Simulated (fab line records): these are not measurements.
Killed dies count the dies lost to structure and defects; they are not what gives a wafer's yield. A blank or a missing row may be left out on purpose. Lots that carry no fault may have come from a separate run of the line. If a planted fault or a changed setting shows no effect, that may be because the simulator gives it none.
Split-lot study || flow n5 finfet || route with 1938 steps; 7 lots, 39 wafers read

== THE SPLIT ==
At N5_MOL_CONTACT_COAG_ALD_123 (deposits SiNx, target thk 5 nm, pulse time 1 s, purge time 2 s), the setting ald cycles was moved away from the recipe's 100 on 18 of the 39 wafers read, by -15.0% to +6.0%. For the rest of the wafers, this setting stayed at what the recipe calls for.

== FROM THE SPLIT TO THE READING: what the file shows between them, 4 steps ==
- N5_MOL_CONTACT_COAG_PECVD_31: deposits SiO2 from TEOS/O2, target thk 46 nm, time 8.9 s
- N5_MOL_CONTACT_COAG_COAT_75: time 60 s, resist thk 60 nm
- N5_MOL_CONTACT_COAG_STRIP_120: strips in CHF3
- N5_MOL_CONTACT_COAG_VIA_ETCH_117: etches SiO2 in C4F6/O2, target depth 40 nm, overetch 8 nm, time 26 s

== THE READING ==
etch.depth nm (the simulator's own value, which no gauge read), in nm, at N5_MOL_CONTACT_COAG_ETCH_124 (etches SiNx in CH3F/O2, stops on SiOC, target depth 6.5 nm). No usual value for it is given in the file. Average 4.994 nm, standard deviation 0.02 nm, over the 21 wafers here run with the recipe.

{"wafer": "L076.1", "tool, chamber at the split": "ald sin-04, 0,1,0", "ald cycles as run": 106, "against the recipe": "+6.0%", "etch.depth nm, nm": 5.258, "against lot-mates on the recipe": "+0.274"}
{"wafer": "L076.2", "tool, chamber at the split": "ald sin-04, 2,3,1", "ald cycles as run": 100, "against the recipe": "recipe", "etch.depth nm, nm": 4.977, "against lot-mates on the recipe": "-"}
{"wafer": "L076.3", "tool, chamber at the split": "ald sin-04, 0,1,0", "ald cycles as run": 106, "against the recipe": "+6.0%", "etch.depth nm, nm": 5.253, "against lot-mates on the recipe": "+0.269"}
{"wafer": "L076.4", "tool, chamber at the split": "ald sin-04, 2,3,1", "ald cycles as run": 100, "against the recipe": "recipe", "etch.depth nm, nm": 5.02, "against lot-mates on the recipe": "-"}
{"wafer": "L076.5", "tool, chamber at the split": "ald sin-04, 0,1,0", "ald cycles as run": 106, "against the recipe": "+6.0%", "etch.depth nm, nm": 5.266, "against lot-mates on the recipe": "+0.282"}
{"wafer": "L076.6", "tool, chamber at the split": "ald sin-04, 2,3,1", "ald cycles as run": 100, "against the recipe": "recipe", "etch.depth nm, nm": 4.954, "against lot-mates on the recipe": "-"}
{"wafer": "L077.1", "tool, chamber at the split": "ald sin-04, 0,3,1", "ald cycles as run": 89, "against the recipe": "-11.0%", "etch.depth nm, nm": 4.423, "against lot-mates on the recipe": -0.562}
{"wafer": "L077.2", "tool, chamber at the split": "ald sin-04, 0,3,1", "ald cycles as run": 89, "against the recipe": "-11.0%", "etch.depth nm, nm": 4.439, "against lot-mates on the recipe": -0.546}
{"wafer": "L077.3", "tool, chamber at the split": "ald sin-04, 2,2,3", "ald cycles as run": 100, "against the recipe": "recipe", "etch.depth nm, nm": 4.96, "against lot-mates on the recipe": "-"}
{"wafer": "L077.4", "tool, chamber at the split": "ald sin-04, 0,3,1", "ald cycles as run": 89, "against the recipe": "-11.0%", "etch.depth nm, nm": 4.425, "against lot-mates on the recipe": -0.560}
{"wafer": "L077.5", "tool, chamber at the split": "ald sin-04, 2,2,3", "ald cycles as run": 100, "against the recipe": "recipe", "etch.depth nm, nm": 5, "against lot-mates on the recipe": "-"}
{"wafer": "L077.6", "tool, chamber at the split": "ald sin-04, 2,2,3", "ald cycles as run": 100, "against the recipe": "recipe", "etch.depth nm, nm": 4.996, "against lot-mates on the recipe": "-"}
{"wafer": "L078.1", "tool, chamber at the split": "ald sin-03, 3,2,1", "ald cycles as run": 100, "against the recipe": "recipe", "etch.depth nm, nm": 4.983, "against lot-mates on the recipe": "-"}
{"wafer": "L078.2", "tool, chamber at the split": "ald sin-03, 0,1,0", "ald cycles as run": 88, "against the recipe": "-12.0%", "etch.depth nm, nm": 4.392, "against lot-mates on the recipe": -0.590}
{"wafer": "L078.3", "tool, chamber at the split": "ald sin-03, 0,1,0", "ald cycles as run": 88, "against the recipe": "-12.0%", "etch.depth nm, nm": 4.369, "against lot-mates on the recipe": -0.613}
{"wafer": "L078.4", "tool, chamber at the split": "ald sin-03, 3,2,1", "ald cycles as run": 100, "against the recipe": "recipe", "etch.depth nm, nm": 4.993, "against lot-mates on the recipe": "-"}
{"wafer": "L078.5", "tool, chamber at the split": "ald sin-03, 3,2,1", "ald cycles as run": 100, "against the recipe": "recipe", "etch.depth nm, nm": 4.969, "against lot-mates on the recipe": "-"}
{"wafer": "L078.6", "tool, chamber at the split": "ald sin-03, 0,1,0", "ald cycles as run": 88, "against the recipe": "-12.0%", "etch.depth nm, nm": 4.386, "against lot-mates on the recipe": -0.596}
{"wafer": "L080.2", "tool, chamber at the split": "ald sin-02, 2,2,1", "ald cycles as run": 100, "against the recipe": "recipe", "etch.depth nm, nm": 4.998, "against lot-mates on the recipe": "-"}
{"wafer": "L080.5", "tool, chamber at the split": "ald sin-02, 2,2,1", "ald cycles as run": 100, "against the recipe": "recipe", "etch.depth nm, nm": 4.999, "against lot-mates on the recipe": "-"}
{"wafer": "L080.6", "tool, chamber at the split": "ald sin-02, 2,2,1", "ald cycles as run": 100, "against the recipe": "recipe", "etch.depth nm, nm": 5, "against lot-mates on the recipe": "-"}
{"wafer": "L081.1", "tool, chamber at the split": "ald sin-02, 0,1,2", "ald cycles as run": 85, "against the recipe": "-15.0%", "etch.depth nm, nm": 4.228, "against lot-mates on the recipe": -0.774}
{"wafer": "L081.2", "tool, chamber at the split": "ald sin-02, 0,1,2", "ald cycles as run": 85, "against the recipe": "-15.0%", "etch.depth nm, nm": 4.229, "against lot-mates on the recipe": -0.773}
{"wafer": "L081.3", "tool, chamber at the split": "ald sin-02, 3,2,3", "ald cycles as run": 100, "against the recipe": "recipe", "etch.depth nm, nm": 5.019, "against lot-mates on the recipe": "-"}
{"wafer": "L081.4", "tool, chamber at the split": "ald sin-02, 3,2,3", "ald cycles as run": 100, "against the recipe": "recipe", "etch.depth nm, nm": 4.99, "against lot-mates on the recipe": "-"}
{"wafer": "L081.5", "tool, chamber at the split": "ald sin-02, 0,1,2", "ald cycles as run": 85, "against the recipe": "-15.0%", "etch.depth nm, nm": 4.213, "against lot-mates on the recipe": -0.789}
{"wafer": "L081.6", "tool, chamber at the split": "ald sin-02, 3,2,3", "ald cycles as run": 100, "against the recipe": "recipe", "etch.depth nm, nm": 4.997, "against lot-mates on the recipe": "-"}
{"wafer": "L090.1", "tool, chamber at the split": "ald sin-04, 2,3", "ald cycles as run": 95, "against the recipe": "-5.0%", "etch.depth nm, nm": 4.776, "against lot-mates on the recipe": -0.208}
{"wafer": "L090.2", "tool, chamber at the split": "ald sin-04, 2,3", "ald cycles as run": 95, "against the recipe": "-5.0%", "etch.depth nm, nm": 4.735, "against lot-mates on the recipe": -0.249}
{"wafer": "L090.3", "tool, chamber at the split": "ald sin-04, 1,0,1", "ald cycles as run": 100, "against the recipe": "recipe", "etch.depth nm, nm": 4.979, "against lot-mates on the recipe": "-"}
{"wafer": "L090.4", "tool, chamber at the split": "ald sin-04, 1,0,1", "ald cycles as run": 100, "against the recipe": "recipe", "etch.depth nm, nm": 4.974, "against lot-mates on the recipe": "-"}
{"wafer": "L090.5", "tool, chamber at the split": "ald sin-04, 1,0,1", "ald cycles as run": 100, "against the recipe": "recipe", "etch.depth nm, nm": 4.999, "against lot-mates on the recipe": "-"}
{"wafer": "L090.6", "tool, chamber at the split": "ald sin-04, 0", "ald cycles as run": 95, "against the recipe": "-5.0%", "etch.depth nm, nm": 4.695, "against lot-mates on the recipe": -0.289}
{"wafer": "L096.1", "tool, chamber at the split": "ald sin-04, 3,0,3", "ald cycles as run": 100, "against the recipe": "recipe", "etch.depth nm, nm": 5.026, "against lot-mates on the recipe": "-"}
{"wafer": "L096.2", "tool, chamber at the split": "ald sin-04, 0,2", "ald cycles as run": 94, "against the recipe": "-6.0%", "etch.depth nm, nm": 4.71, "against lot-mates on the recipe": -0.312}
{"wafer": "L096.3", "tool, chamber at the split": "ald sin-04, 0,2", "ald cycles as run": 94, "against the recipe": "-6.0%", "etch.depth nm, nm": 4.715, "against lot-mates on the recipe": -0.307}
{"wafer": "L096.4", "tool, chamber at the split": "ald sin-04, 1", "ald cycles as run": 94, "against the recipe": "-6.0%", "etch.depth nm, nm": 4.682, "against lot-mates on the recipe": -0.340}
{"wafer": "L096.5", "tool, chamber at the split": "ald sin-04, 3,0,3", "ald cycles as run": 100, "against the recipe": "recipe", "etch.depth nm, nm": 5.013, "against lot-mates on the recipe": "-"}
{"wafer": "L096.6", "tool, chamber at the split": "ald sin-04, 3,0,3", "ald cycles as run": 100, "against the recipe": "recipe", "etch.depth nm, nm": 5.027, "against lot-mates on the recipe": "-"}
When a row names more than one chamber, that row covers several wafers, and the file does not tell which wafer ran in which chamber.

FIT RESULTS
A straight line over all 39 wafers: etch.depth nm changes by +0.0503 nm for each +1% of ald cycles; r = +1.00; the points scatter about the line by 0.022 nm.
The same after taking each lot's own level away (the mean of its wafers on the recipe; 39 wafers): +0.0504 nm for each +1%; r = +1.00; scatter 0.019 nm.
The reading moves by 0.76 nm for the largest change in ald cycles, on that fit.
Measured against the standard deviation above, the lots' own levels, which go from 4.9817 to 5.0220 nm, span 2.0 times it.
The two slopes agree, so the slope changes little with the lot-to-lot level.
Check: for one of the wafers moved furthest among these (-15.0%), held out of the fit, the line's prediction against its lot-mates is -0.759 nm. It came out at -0.774 nm against them.

== OTHER SPLITS APPLIED TO THESE WAFERS ==
Before the reading, these wafers also passed through other splits. Each is held against what the fit with the lots' levels taken away leaves over:
{"other split on the same wafers": "N5_DUMMY_GATE_EXPOSE_12 dose mj", "wafers away from the commonest value": 9, "r with etch.depth nm (lot level and that fit taken away)": "+0.19"}
{"other split on the same wafers": "N5_SD_EPI_P_EPI_21 time s", "wafers away from the commonest value": 15, "r with etch.depth nm (lot level and that fit taken away)": -0.17}
{"other split on the same wafers": "N5_GATE_CUT_ETCH_58 source w", "wafers away from the commonest value": 6, "r with etch.depth nm (lot level and that fit taken away)": -0.03}
{"other split on the same wafers": "N5_MOL_CONTACT_COAG_ETCH_110 bias w", "wafers away from the commonest value": 12, "r with etch.depth nm (lot level and that fit taken away)": "+0.01"}

== THE WHOLE CHAIN: every reading that the file lists as answering this split, in the file's order ==
{"step": "N5_MOL_CONTACT_COAG_ALD_123", "what it does": "deposits SiNx, target thk 5 nm, pulse time 1 s, purge time 2 s", "reading": "SiNx_of_MOL_CONTACT_COAG_ALD_123.thk nm (the simulator's own value, which no gauge read)", "change (the file's fit)": "+0.051 nm for each +1% of the setting", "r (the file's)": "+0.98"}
{"step": "N5_MOL_CONTACT_COAG_ETCH_124", "what it does": "etches SiNx in CH3F/O2, stops on SiOC, target depth 6.5 nm", "reading": "etch.depth nm (the simulator's own value, which no gauge read)", "change (the file's fit)": "+0.0508 nm for each +1% of the setting", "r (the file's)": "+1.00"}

== THE FILE'S OWN FIT ==
etch.depth nm changes by +0.0508 nm for each +1% of ald cycles, r = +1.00.
